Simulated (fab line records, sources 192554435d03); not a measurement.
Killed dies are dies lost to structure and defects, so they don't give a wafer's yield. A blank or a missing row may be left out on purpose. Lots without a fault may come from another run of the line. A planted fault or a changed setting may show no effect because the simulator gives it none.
Chamber matching | flow n5_finfet | N5_BEOL_M2_ETCH_70 on rie_diel-04: 4 sister chambers
The step etches SOC in N2/H2, target depth 80 nm, overetch 24 nm, time 130 s. 20 wafers are shown with their chamber, then 10 later ones without.

WAFERS WITH THEIR CHAMBER
wafer  | chamber | showerhead_plenum_p_Torr (Torr) | throttle_valve_pct (%) | oes_product_au (a.u.)
L077.1 | 1       | 2.52                            | 17.94                  | 0.52
L077.5 | 2       | 2.72                            | 17.79                  | 0.72
L077.6 | 1       | 2.52                            | 17.93                  | 0.52
L079.1 | 2       | 2.72                            | 17.78                  | 0.71
L079.2 | 1       | 2.52                            | 17.93                  | 0.52
L079.3 | 0       | 2.51                            | 18.27                  | 0.52
L081.1 | 1       | 2.52                            | 17.93                  | 0.51
L081.2 | 3       | 2.42                            | 17.60                  | 0.54
L081.6 | 1       | 2.52                            | 17.93                  | 0.51
L082.2 | 0       | 2.51                            | 18.27                  | 0.51
L082.5 | 2       | 2.72                            | 17.79                  | 0.69
L082.6 | 0       | 2.51                            | 18.27                  | 0.52
L084.1 | 0       | 2.51                            | 18.26                  | 0.51
L084.3 | 1       | 2.52                            | 17.93                  | 0.51
L084.6 | 0       | 2.51                            | 18.29                  | 0.51
L085.3 | 3       | 2.41                            | 17.65                  | 0.54
L085.4 | 1       | 2.51                            | 17.96                  | 0.52
L085.5 | 2       | 2.72                            | 17.81                  | 0.67
L086.2 | 2       | 2.71                            | 17.81                  | 0.68
L086.5 | 3       | 2.41                            | 17.65                  | 0.54

SIGNATURES (means of the wafers above)
reading                  | chamber 0 | chamber 1 | chamber 2 | chamber 3 | scatter within a chamber
showerhead_plenum_p_Torr | 2.5100    | 2.5186    | 2.7180    | 2.4133    | 0.00381
throttle_valve_pct       | 18.2720   | 17.9357   | 17.7960   | 17.6333   | 0.0151
oes_product_au           | 0.5140    | 0.5157    | 0.6940    | 0.5400    | 0.0112
Rule: a wafer's distance from a chamber is the root of the sum, over the readings, of the square of ((its reading less the chamber's mean) divided by the reading's scatter). The wafer belongs to the nearest chamber; if the next one is less than 2 further off, it can't be placed. The scatter: the root of (the sum of the squares of (reading less its chamber's mean) over the shown wafers, divided by (wafers less chambers)).

WAFERS WITHOUT THEIR CHAMBER
wafer  | showerhead_plenum_p_Torr (Torr) | throttle_valve_pct (%) | oes_product_au (a.u.)
L086.6 | 2.51                            | 17.96                  | 0.51
L090.1 | 2.41                            | 17.68                  | 0.53
L090.3 | 2.50                            | 17.86                  | 0.68
L090.5 | 2.51                            | 17.97                  | 0.51
L094.2 | 2.50                            | 17.86                  | 0.68
L094.4 | 2.71                            | 17.84                  | 0.65
L094.6 | 2.51                            | 17.96                  | 0.51
L097.3 | 2.50                            | 17.96                  | 0.50
L097.4 | 2.50                            | 17.97                  | 0.50
L097.5 | 2.40                            | 17.70                  | 0.52

WHICH CHAMBER EACH WENT THROUGH
wafer  | from the rows above | in truth
L086.6 | 1                   | 1
L090.1 | 3                   | 3
L090.3 | 1                   | 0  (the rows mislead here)
L090.5 | 1                   | 1
L094.2 | 1                   | 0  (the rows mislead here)
L094.4 | 2                   | 2
L094.6 | 1                   | 1
L097.3 | 1                   | 1
L097.4 | 1                   | 1
L097.5 | 3                   | 3
Placed correctly: 8 of 10. Can't be placed from these rows: 0. Placed wrongly: 2.
